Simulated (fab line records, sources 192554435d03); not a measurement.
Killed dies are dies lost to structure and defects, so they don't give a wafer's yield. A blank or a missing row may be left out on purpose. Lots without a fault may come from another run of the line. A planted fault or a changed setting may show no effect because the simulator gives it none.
fab line records | flow n5_finfet
record lots=7 wafers=21
route steps=1938 shown BEOL_M0_SAQP@686 BEOL_M1@753 BEOL_M2@881
start_h: hours from the record's first day to the start of the lot's first wafer shown | wait_h: hours since the lot's step before | " the same as in the row above | L1.1+2: a row that stands for several wafers | - no value, or no start given | * or withheld: withheld | < > ~ a bound
route shown NAME@n: a module of which the file shows steps, and the number in the route of the first | usual: mean/standard deviation of fault-free wafers | same: alike in all rows | chamber/n: place in a boat | sites: the reading at each site | _std_site: their standard deviation | _edge_site: outer sites' mean less inner sites' | radius_mm: how far each site lies from the wafer's centre | mask NAME#n: copy n | behind: the tool/chamber that last shaped the wafer | hold: why the lot was held/for how many hours/how that ended | device: the transistor (n, p or np) that didn't switch | end of line: the same wafers' tests at the end of the route | a step without rows: its recipe alone | killed: dies lost to structure and defects at the first sort, not the wafer's yield | map: a wafer's dies, x killed, . not, _ none there
set.NAME: the setting as run; set.NAME@STEP: as run at that earlier step | model.NAME: the simulator's own value behind a step, which no gauge read
lots whose settings were changed on purpose; a table a step, a row a wafer
## steps
# step N5_BEOL_M0_SAQP_EXPOSE_37
# recipe mask_id=M0_CUT1 na=0.33 source_shape=annular sigma_inner=0.35 sigma_outer=0.8 polarization=unpolarized target_cd_nm=30 dose_mj=44.75
# columns lot.wafer tool chamber start_h wait_h mask set.dose_mj
L086.3+4 euv_scanner-02 0 188.26 - M0_CUT1#0 43.73
L086.6 " 0 " " M0_CUT1#0 44.75
L087.1+3 euv_scanner-02 0 194.30 - M0_CUT1#0 41.93
L087.6 " 0 " " M0_CUT1#0 44.75
L088.3+4 euv_scanner-01 0 198.30 - M0_CUT1#0 44.75
L088.5 " 0 " " M0_CUT1#0 43.8
L090.1+6 euv_scanner-01 0 210.04 - M0_CUT1#0 43.65
L090.5 " 0 " " M0_CUT1#0 44.75
L093.2+4+5 euv_scanner-01 0 225.38 - M0_CUT1#0 44.75
L096.1 euv_scanner-02 0 242.59 - M0_CUT1#0 46.34
L096.2+6 " 0 " " M0_CUT1#0 44.75
L097.4+5+6 euv_scanner-02 0 246.86 - M0_CUT1#0 44.75
# step N5_BEOL_M0_SAQP_PEB_38
# recipe peb_temp_c=100 peb_time_s=60 resist=CAR-EUV
# step N5_BEOL_M0_SAQP_DEVELOP_39
# recipe develop_time_s=30 developer=TMAH resist=CAR-EUV rinse_liquid=surfactant_rinse dry=air_spin dev_temp_c=23
# step N5_BEOL_M0_SAQP_CD_MEAS_40
# recipe target_cd_nm=30 landing_energy_ev=500 detector=se_inlens
# usual cd_nm=30.15/0.28
# columns lot.wafer tool chamber start_h wait_h set.dose_mj@BEOL_M0_SAQP_EXPOSE_37 cd_nm
L086.3 cd_sem-01 0 188.38 - 43.73 29.86
L086.4 " 0 " " 43.73 29.68
L086.6 " 0 " " 44.75 30.42
L087.1 cd_sem-03 0 194.43 - 41.93 28.57
L087.3 " 0 " " 41.93 29.07
L087.6 " 0 " " 44.75 29.87
L088.3 cd_sem-01 0 198.42 - 44.75 30.25
L088.4 " 0 " " 44.75 30.33
L088.5 " 0 " " 43.8 29.55
L090.1 cd_sem-02 0 210.17 - 43.65 29.71
L090.5 " 0 " " 44.75 30.28
L090.6 " 0 " " 43.65 29.58
L093.2 cd_sem-03 0 225.51 - 44.75 30.08
L093.4 " 0 " " 44.75 29.80
L093.5 " 0 " " 44.75 29.66
L096.1 cd_sem-02 0 242.73 - 46.34 31.08
L096.2 " 0 " " 44.75 30.56
L096.6 " 0 " " 44.75 30.33
L097.4 cd_sem-01 0 246.98 - 44.75 30.50
L097.5 " 0 " " 44.75 30.55
L097.6 " 0 " " 44.75 30.20
# step N5_BEOL_M0_SAQP_DESCUM_45
# recipe chemistry=O2 time_s=7 source_power_w=50 bias_power_w=20 pressure_mtorr=20 rf_frequency_hz=2.712e+07 temp_c=40 resist=CAR-EUV o2_flow_sccm=225
# columns lot.wafer tool chamber start_h wait_h set.dose_mj@BEOL_M0_SAQP_EXPOSE_37 model.BEOL_M0_SAQP.cd_nm
L086.3 rie_diel-05 1 188.50 0.0 43.73 29.8
L086.4 " 2 " " 43.73 29.6
L086.6 " 3 " " 44.75 30.4
L087.1 rie_diel-05 2 194.56 0.0 41.93 28.8
L087.3 " 1 " " 41.93 29
L087.6 " 3 " " 44.75 30
L088.3 rie_diel-02 3 198.54 0.0 44.75 30.2
L088.4 " 1 " " 44.75 30.4
L088.5 " 3 " " 43.8 29.8
L090.1 rie_diel-04 3 210.30 0.0 43.65 29.6
L090.5 " 1 " " 44.75 30.2
L090.6 " 3 " " 43.65 29.4
L093.2 rie_diel-02 1 225.73 0.1 44.75 30
L093.4 " 0 " " 44.75 29.8
L093.5 " 2 " " 44.75 29.6
L096.1 rie_diel-05 0 243.16 0.3 46.34 31.2
L096.2 " 2 " " 44.75 30.6
L096.6 " 2 " " 44.75 30.4
L097.4 rie_diel-02 2 247.09 0.0 44.75 30
L097.5 " 3 " " 44.75 30.4
L097.6 " 0 " " 44.75 30.2
# step N5_BEOL_M0_SAQP_ETCH_88
# recipe chemistry=N2/H2 target=underlayer target_depth_a=65 time_s=5.2 ion_energy_ev=200 mask_material=CAR-EUV pressure_mtorr=30 source_w=840 bias_w=150 n2_flow_sccm=200 h2_flow_sccm=200 ends=cleared
# columns lot.wafer tool chamber start_h wait_h set.dose_mj@BEOL_M0_SAQP_EXPOSE_37 model.BEOL_M0_SAQP.cd_nm
L086.3 rie_diel-05 1 188.54 0.0 43.73 29.8
L086.4 " 2 " " 43.73 29.6
L086.6 " 3 " " 44.75 30.2
L087.1+3 rie_diel-05 2,1 194.59 0.0 41.93 28.8
L087.6 " 3 " " 44.75 30
L088.3 rie_diel-02 3 198.58 0.0 44.75 30.2
L088.4 " 1 " " 44.75 30.4
L088.5 " 3 " " 43.8 30
L090.1 rie_diel-04 3 210.33 0.0 43.65 29.6
L090.5 " 1 " " 44.75 30.2
L090.6 " 3 " " 43.65 29.4
L093.2 rie_diel-02 1 225.77 0.0 44.75 29.8
L093.4+5 " 0,2 " " 44.75 29.6
L096.1 rie_diel-05 0 243.20 0.0 46.34 31.2
L096.2+6 " 2 " " 44.75 30.6
L097.4+6 rie_diel-02 2,0 247.13 0.0 44.75 30.2
L097.5 " 3 " " 44.75 30.6
# step N5_BEOL_M0_SAQP_ETCH_73
# recipe chemistry=CF4 target=SiARC target_depth_a=195 mask_material=CAR-EUV time_s=32.5 ion_energy_ev=80 pressure_mtorr=40 source_w=545 bias_w=36 Ar_flow_sccm=100 cf4_flow_sccm=100 ends=cleared
# columns lot.wafer tool chamber start_h wait_h set.dose_mj@BEOL_M0_SAQP_EXPOSE_37 model.BEOL_M0_SAQP.cd_nm
L086.3 rie_diel-05 1 188.56 0.0 43.73 29.8
L086.4 " 2 " " 43.73 29.6
L086.6 " 3 " " 44.75 30.2
L087.1 rie_diel-05 2 194.61 0.0 41.93 28.8
L087.3 " 1 " " 41.93 29
L087.6 " 3 " " 44.75 30
L088.3 rie_diel-02 3 198.60 0.0 44.75 30.2
L088.4 " 1 " " 44.75 30.4
L088.5 " 3 " " 43.8 30
L090.1+6 rie_diel-04 3 210.35 0.0 43.65 29.6
L090.5 " 1 " " 44.75 30.2
L093.2 rie_diel-02 1 225.78 0.0 44.75 29.8
L093.4+5 " 0,2 " " 44.75 29.6
L096.1 rie_diel-05 0 243.21 0.0 46.34 31.2
L096.2+6 " 2 " " 44.75 30.6
L097.4+6 rie_diel-02 2,0 247.15 0.0 44.75 30
L097.5 " 3 " " 44.75 30.4
# step N5_BEOL_M1_PECVD_72
# recipe material=SiO2 target_thk_a=160 temp_c=400 precursor=TEOS/O2 pressure_torr=5.5 rf_w=450 teos_flow_sccm=53.8 gas=O2 flow_sccm=3000 time_s=18
# columns lot.wafer tool chamber start_h wait_h set.time_s model.SiO2_of_BEOL_M1_PECVD_72.thk_nm
L086.3 pecvd-01 1 196.94 0.0 19.57 17.2
L086.4 " 2 " " 19.57 17.4
L086.6 " 0 " " 18 16.2
L087.1 pecvd-01 0 201.88 0.0 18 16
L087.3 " 2 " " 17.27 15.2
L087.6 " 2 " " 18 16.4
L088.3 pecvd-02 1 204.05 0.0 20.54 18
L088.4 " 2 " " 18 16
L088.5 " 0 " " 18 16.2
L090.1 pecvd-04 1 217.45 0.0 18 15.8
L090.5 " 0 " " 18 16
L090.6 " 1 " " 18 16.2
L093.2 pecvd-04 0 234.29 0.0 18 15.8
L093.4 " 2 " " 20.66 18.6
L093.5 " 0 " " 18 16.4
L096.1 pecvd-02 2 248.98 0.0 18 16
L096.2 " 1 " " 18 16.2
L096.6 " 2 " " 18 16.4
L097.4 pecvd-04 2 259.85 0.1 18 15.8
L097.5 " 1 " " 18 16.2
L097.6 " 0 " " 18 16
# step N5_BEOL_M1_COAT_05
# recipe resist=CAR-EUV spin_rpm=1500 resist_thk_nm=30
# columns lot.wafer tool chamber start_h wait_h set.spin_rpm model.CAR-EUV_of_BEOL_M1_COAT_05.thk_nm
L086.3+6 litho_track-01 0 - - 1500 30
L086.4 " 0 " " 1457 30.4
L087.1 litho_track-03 0 - - 1500 30
L087.3+6 " 0 " " 1582 29.2
L088.3+5 litho_track-01 0 - - 1500 30
L088.4 " 0 " " 1500 30.2
L090.1 litho_track-01 0 - - 1500 29.8
L090.5 " 0 " " 1500 30
L090.6 " 0 " " 1425 30.6
L093.2+4+5 litho_track-01 0 - - 1500 30
L096.1 litho_track-05 0 - - 1399 31.2
L096.2 " 0 " " 1500 30.2
L096.6 " 0 " " 1500 30
L097.4+6 litho_track-03 0 - - 1500 30
L097.5 " 0 " " 1500 30.2
# step N5_BEOL_M1_EBR_07
# recipe solvent=PGMEA ebr_width_mm=1.5
# step N5_BEOL_M1_SOFTBAKE_06
# recipe temp_c=110 time_s=60 resist=CAR-EUV
# step N5_BEOL_M1_EXPOSE_08
# recipe mask_id=M1 na=0.33 source_shape=dipole sigma_inner=0.369 sigma_outer=0.767 polarization=unpolarized dose_mj=33
# step N5_BEOL_M1_PEB_09
# recipe peb_temp_c=100 peb_time_s=60 resist=CAR-EUV
# step N5_BEOL_M1_DEVELOP_10
# recipe develop_time_s=30 developer=TMAH resist=CAR-EUV rinse_liquid=surfactant_rinse dry=air_spin dev_temp_c=23
# columns lot.wafer tool chamber start_h wait_h set.spin_rpm@BEOL_M1_COAT_05 model.CAR-EUV_of_BEOL_M1_COAT_05.thk_nm
L086.3+6 litho_track-03 0 - - 1500 29.6
L086.4 " 0 " " 1457 30
L087.1 litho_track-05 0 - - 1500 29.6
L087.3+6 " 0 " " 1582 28.8
L088.3+4+5 litho_track-05 0 - - 1500 29.6
L090.1+5 litho_track-05 0 - - 1500 29.4
L090.6 " 0 " " 1425 30.2
L093.2+4+5 litho_track-05 0 - - 1500 29.6
L096.1 litho_track-05 0 - - 1399 30.6
L096.2 " 0 " " 1500 29.6
L096.6 " 0 " " 1500 29.4
L097.4+5+6 litho_track-01 0 - - 1500 29.6
# step N5_BEOL_M1_DESCUM_16
# recipe chemistry=O2 time_s=7 source_power_w=50 bias_power_w=20 pressure_mtorr=20 rf_frequency_hz=2.712e+07 temp_c=40 resist=CAR-EUV o2_flow_sccm=225
# step N5_BEOL_M1_ETCH_74
# recipe chemistry=N2/H2 target=underlayer target_depth_a=65 mask_material=CAR-EUV time_s=5.2 ion_energy_ev=200 pressure_mtorr=30 source_w=840 bias_w=150 n2_flow_sccm=200 h2_flow_sccm=200 ends=cleared
# step N5_BEOL_M1_ETCH_63
# recipe chemistry=CF4 target=SiARC target_depth_a=156 mask_material=CAR-EUV time_s=26 ion_energy_ev=80 pressure_mtorr=40 source_w=545 bias_w=36 Ar_flow_sccm=100 cf4_flow_sccm=100 ends=cleared
# columns lot.wafer tool chamber start_h wait_h set.spin_rpm@BEOL_M1_COAT_05 model.CAR-EUV_of_BEOL_M1_COAT_05.thk_nm
L086.3 rie_diel-05 1 197.68 0.0 1500 11
L086.4 " 3 " " 1457 11.6
L086.6 " 3 " " 1500 11.2
L087.1 rie_diel-02 1 202.94 0.0 1500 11.2
L087.3+6 " 3 " " 1582 10.4
L088.3+4+5 rie_diel-04 1,3,1 206.49 0.0 1500 11.2
L090.1 rie_diel-04 3 220.78 0.0 1500 10.8
L090.5 " 1 " " 1500 11.2
L090.6 " 2 " " 1425 11.8
L093.2+4+5 rie_diel-02 2,1,2 236.08 0.0 1500 11.2
L096.1 rie_diel-04 0 252.47 0.0 1399 12.4
L096.2+6 " 2,1 " " 1500 11.2
L097.4+6 rie_diel-04 0,3 262.36 0.0 1500 11.2
L097.5 " 0 " " 1500 11.4
# step N5_BEOL_M2_ETCH_69
# recipe chemistry=CF4 target=SiARC target_depth_a=156 mask_material=CAR-EUV time_s=26 ion_energy_ev=80 pressure_mtorr=40 source_w=545 bias_w=36 Ar_flow_sccm=100 cf4_flow_sccm=100 ends=cleared
# usual rf_vpp_V=184.4/0.96
# columns lot.wafer tool chamber start_h wait_h set.bias_w rf_vpp_V
L086.3 rie_diel-03 3 208.58 0.0 40.82 199.6
L086.4 " 0 " " 40.82 200.3
L086.6 " 1 " " 36 183.0
L087.1 rie_diel-01 0 212.96 0.0 36 184.5
L087.3 " 3 " " 33.19 174.3
L087.6 " 1 " " 36 184.9
L088.3 rie_diel-03 3 216.05 0.0 36 182.7
L088.4 " 2 " " 31.68 170.6
L088.5 " 1 " " 31.68 168.5
L090.1 rie_diel-03 2 233.82 0.0 36 184.4
L090.5 " 1 " " 36 183.6
L090.6 " 0 " " 36 184.3
L093.2 rie_diel-06 1 247.10 0.0 41.01 203.0
L093.4 " 0 " " 41.01 199.9
L093.5 " 0 " " 36 184.5
L096.1 rie_diel-03 2 263.66 0.0 36 184.7
L096.2 " 1 " " 40.77 198.9
L096.6 " 1 " " 40.77 197.8
L097.4 rie_diel-01 2 275.69 0.0 36 183.7
L097.5 " 3 " " 36 183.4
L097.6 " 2 " " 36 184.7
# step N5_BEOL_M2_TRENCH_ETCH_37
# recipe chemistry=C4F6/O2 target_depth_a=555.55 target=SiOC time_s=29.2 ion_energy_ev=250 pressure_mtorr=30 source_w=355 bias_w=185 Ar_flow_sccm=300 C4F6_flow_sccm=10 O2_flow_sccm=10
# columns lot.wafer tool chamber start_h wait_h set.time_s model.etch.depth_nm model.BEOL_M2.feature_depth_nm
L086.3 rie_diel-01 1 - - 29.2 55.75 55.8
L086.4 " 1 " " 31.58 60.49 60.4
L086.6 " 3 " " 31.58 59.37 59.4
L087.1 rie_diel-01 1 - - 25.95 48.64 48.6
L087.3 " 3 " " 25.95 48.6 48.6
L087.6 " 3 " " 29.2 54.55 54.6
L088.3 rie_diel-03 0 - - 29.2 55.64 55.6
L088.4 " 2 " " 29.2 54.02 54
L088.5 " 1 " " 32.02 60.48 60.4
L090.1 rie_diel-06 2 - - 29.2 55.51 55.6
L090.5 " 1 " " 32.34 62.76 62.8
L090.6 " 2 " " 32.34 61.58 61.6
L093.2 rie_diel-01 1 - - 29.2 55.96 56
L093.4 " 2 " " 23.57 45.47 45.4
L093.5 " 0 " " 29.2 56.04 56
L096.1 rie_diel-06 2 - - 33.22 63.17 63.2
L096.2 " 3 " " 33.22 64.77 64.8
L096.6 " 2 " " 33.22 63.67 63.6
L097.4 rie_diel-03 1 - - 29.2 55.1 55.2
L097.5 " 1 " " 29.2 55.44 55.4
L097.6 " 2 " " 29.2 54.57 54.6
# step N5_BEOL_M2_ETCH_41
# recipe chemistry=CH3F/O2 target=SiCN target_depth_a=299 taper_deg=2 time_s=52.5 ion_energy_ev=120 mask_material=TiN pressure_mtorr=30 source_w=395 bias_w=75 Ar_flow_sccm=150 CH3F_flow_sccm=30 O2_flow_sccm=20
# step N5_BEOL_M2_STRIP_97
# recipe chemistry=N2/H2 time_s=10 power_w=450 temp_c=40 pressure_mtorr=20 rf_frequency_hz=6e+07 bias_power_w=7 n2_flow_sccm=200 h2_flow_sccm=200
# step N5_BEOL_M2_OCD_MEAS_38
# usual trench_depth_nm=55.6/1
# columns lot.wafer tool chamber start_h wait_h set.time_s@BEOL_M2_TRENCH_ETCH_37 trench_depth_nm
L086.3 ocd-01 - 211.04 - 29.2 55.8
L086.4 " - " " 31.58 60.6
L086.6 " - " " 31.58 60.2
L087.1 ocd-01 - 214.74 - 25.95 49.2
L087.3 " - " " 25.95 48.2
L087.6 " - " " 29.2 54.6
L088.3 ocd-01 - 220.14 - 29.2 55.8
L088.4 " - " " 29.2 54.2
L088.5 " - " " 32.02 60.4
L090.1 ocd-01 - 234.64 - 29.2 56.1
L090.5 " - " " 32.34 62.6
L090.6 " - " " 32.34 61.5
L093.2 ocd-01 - 252.42 - 29.2 55.9
L093.4 " - " " 23.57 45.5
L093.5 " - " " 29.2 56.2
L096.1 ocd-01 - 265.76 - 33.22 62.9
L096.2 " - " " 33.22 64.9
L096.6 " - " " 33.22 63.5
L097.4 ocd-02 - 279.89 - 29.2 54.7
L097.5 " - " " 29.2 55.3
L097.6 " - " " 29.2 54.8
# step N5_BEOL_M2_HM_STRIP_39
# recipe chemistry=peroxide_tin_strip material=TiN target_depth_a=250 temp_c=50 time_s=158
# step N5_BEOL_M2_SRD_40
# recipe time_s=30 temp_c=23 rinse_liquid=diw dry=ipa_marangoni
# step N5_BEOL_M2_ECD_50
# recipe material=Cu target_thk_a=3000
# step N5_BEOL_M2_ANNEAL_51
# recipe temp_c=225 time_s=90 ambient=N2
# step N5_BEOL_M2_CMP_52
# recipe stop_on=SiOC t_overpolish_s=6.8 down_force_psi=1 platen_rpm=50 clearing_platen_down_force_psi=1.5 clearing_platen_rpm=50 post_cmp_clean=cu_alkaline target_thk_nm=40 clearing_platen_pad_velocity_m_s=0.99484 pad_velocity_m_s=0.99484
# columns lot.wafer tool chamber start_h wait_h set.time_s@BEOL_M2_TRENCH_ETCH_37 model.Cu_of_BEOL_M2_ECD_50.thk_nm
L086.3 cmp-04 2 214.74 0.2 29.2 39
L086.4 " 0 " " 31.58 44.6
L086.6 " 2 " " 31.58 43.8
L087.1 cmp-02 1 220.01 0.3 25.95 31.4
L087.3 " 3 " " 25.95 30.8
L087.6 " 1 " " 29.2 35
L088.3 cmp-02 3 224.12 0.7 29.2 39.2
L088.4 " 2 " " 29.2 36.2
L088.5 " 0 " " 32.02 42.8
L090.1 cmp-02 1 238.35 0.3 29.2 38.4
L090.5 " 3 " " 32.34 46.8
L090.6 " 0 " " 32.34 46.4
L093.2 cmp-02 2 257.98 0.2 29.2 39.6
L093.4 " 3 " " 23.57 29
L093.5 " 2 " " 29.2 40.2
L096.2 cmp-04 1 269.19 0.3 33.22 49.6
L096.1 " 2 " " 33.22 47.8
L096.6 " 3 " " 33.22 47.6
L097.4 cmp-01 0 283.61 0.2 29.2 40
L097.6 " 2 " " 29.2 38.4
L097.5 " 3 " " 29.2 39.4
# step N5_BEOL_M2_THK_MEAS_53
# recipe thk_meas_gauge=xrf reads=Cu_of_BEOL_M2_ECD_50
# usual M2_THK=39.9/1.6
# columns lot.wafer tool chamber start_h wait_h set.time_s@BEOL_M2_TRENCH_ETCH_37 M2_THK[nm]
L086.3 film_metro-01 - 215.00 - 29.2 39.3
L086.4 " - " " 31.58 44.9
L086.6 " - " " 31.58 44.1
L087.1 film_metro-01 - 220.26 - 25.95 31.6
L087.3 " - " " 25.95 31.1
L087.6 " - " " 29.2 35.3
L088.3 film_metro-02 - 224.42 - 29.2 39.4
L088.4 " - " " 29.2 36.4
L088.5 " - " " 32.02 43.1
L090.1 film_metro-01 - 238.57 - 29.2 38.6
L090.5 " - " " 32.34 47.1
L090.6 " - " " 32.34 46.9
L093.2 film_metro-02 - 258.23 - 29.2 40.5
L093.4 " - " " 23.57 29.7
L093.5 " - " " 29.2 41.0
L096.1 film_metro-02 - 269.41 - 33.22 49.0
L096.2 " - " " 33.22 50.2
L096.6 " - " " 33.22 48.0
L097.4 film_metro-02 - 283.83 - 29.2 40.6
L097.5 " - " " 29.2 39.6
L097.6 " - " " 29.2 39.0
# step N5_BEOL_M2_PRE_CLEAN_60
# recipe gas=NH3/H2 time_s=15 temp_c=* rf_power_w=300
# step N5_BEOL_M2_CO_CAP_55
# recipe material=Co target_thk_a=20 temp_c=200 precursor=CCTBA/H2 pressure_torr=30 time_s=102.1
# step N5_BEOL_M2_PRE_CLEAN_56
# recipe gas=NH3 time_s=15 temp_c=withheld rf_power_w=300
# step N5_BEOL_M2_DEP_57
# recipe material=SiCN target_thk_a=80 temp_c=withheld precursor=3MS/NH3 pressure_torr=3 rf_w=202 time_s=14
# step N5_BEOL_M2_RS_MEAS_58
# recipe thk_meas_gauge=four-point-probe reads=Co_of_BEOL_M2_CO_CAP_55+Cu_of_BEOL_M2_ECD_50+Co_of_BEOL_M2_CVD_47+TaN_of_BEOL_M2_ALD_84
# usual M2_RS=0.68/0.036
# columns lot.wafer tool chamber start_h wait_h set.time_s@BEOL_M2_TRENCH_ETCH_37 M2_RS[ohm/sq]
L086.3 film_metro-02 - 215.29 0.1 29.2 0.69
L086.4 " - " " 31.58 0.58
L086.6 " - " " 31.58 0.60
L087.1 film_metro-01 - 220.53 0.0 25.95 0.92
L087.3 " - " " 25.95 0.94
L087.6 " - " " 29.2 0.79
L088.3 film_metro-02 - 224.71 0.1 29.2 0.69
L088.4 " - " " 29.2 0.76
L088.5 " - " " 32.02 0.61
L090.1 film_metro-02 - 238.83 0.0 29.2 0.70
L090.5 " - " " 32.34 0.55
L090.6 " - " " 32.34 0.55
L093.2 film_metro-02 - 258.49 0.1 29.2 0.68
L093.4 " - " " 23.57 1.02
L093.5 " - " " 29.2 0.66
L096.1 film_metro-02 - 269.70 0.1 33.22 0.53
L096.2 " - " " 33.22 0.51
L096.6 " - " " 33.22 0.54
L097.4 film_metro-02 - 284.10 0.0 29.2 0.67
L097.5 " - " " 29.2 0.68
L097.6 " - " " 29.2 0.70
## key
split step=N5_BEOL_M0_SAQP_EXPOSE_37 setting=dose_mj stated=44.75 by=wafer
response step=N5_BEOL_M0_SAQP_CD_MEAS_40 reading=cd_nm change=+0.199 per=1% r=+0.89
response step=N5_BEOL_M0_SAQP_DESCUM_45 reading=model.BEOL_M0_SAQP.cd_nm change=+0.203 per=1% r=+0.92
response step=N5_BEOL_M0_SAQP_ETCH_88 reading=model.BEOL_M0_SAQP.cd_nm change=+0.194 per=1% r=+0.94
response step=N5_BEOL_M0_SAQP_ETCH_73 reading=model.BEOL_M0_SAQP.cd_nm change=+0.181 per=1% r=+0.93
split step=N5_BEOL_M1_PECVD_72 setting=time_s stated=18 by=wafer
response step=N5_BEOL_M1_PECVD_72 reading=model.SiO2_of_BEOL_M1_PECVD_72.thk_nm change=+0.152 per=1% r=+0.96
split step=N5_BEOL_M1_COAT_05 setting=spin_rpm stated=1500 by=wafer
response step=N5_BEOL_M1_COAT_05 reading=model.CAR-EUV_of_BEOL_M1_COAT_05.thk_nm change=-0.151 per=1% r=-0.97
response step=N5_BEOL_M1_DEVELOP_10 reading=model.CAR-EUV_of_BEOL_M1_COAT_05.thk_nm change=-0.156 per=1% r=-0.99
response step=N5_BEOL_M1_ETCH_63 reading=model.CAR-EUV_of_BEOL_M1_COAT_05.thk_nm change=-0.165 per=1% r=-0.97
split step=N5_BEOL_M2_ETCH_69 setting=bias_w stated=36 by=wafer
response step=N5_BEOL_M2_ETCH_69 reading=rf_vpp_V change=+1.17 per=1% r=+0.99
split step=N5_BEOL_M2_TRENCH_ETCH_37 setting=time_s stated=29.2 by=wafer
response step=N5_BEOL_M2_TRENCH_ETCH_37 reading=model.etch.depth_nm change=+0.557 per=1% r=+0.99
response step=N5_BEOL_M2_TRENCH_ETCH_37 reading=model.BEOL_M2.feature_depth_nm change=+0.557 per=1% r=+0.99
response step=N5_BEOL_M2_OCD_MEAS_38 reading=trench_depth_nm change=+0.548 per=1% r=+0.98
response step=N5_BEOL_M2_CMP_52 reading=model.Cu_of_BEOL_M2_ECD_50.thk_nm change=+0.562 per=1% r=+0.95
response step=N5_BEOL_M2_THK_MEAS_53 reading=M2_THK change=+0.571 per=1% r=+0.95
response step=N5_BEOL_M2_RS_MEAS_58 reading=M2_RS change=-0.0152 per=1% r=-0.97
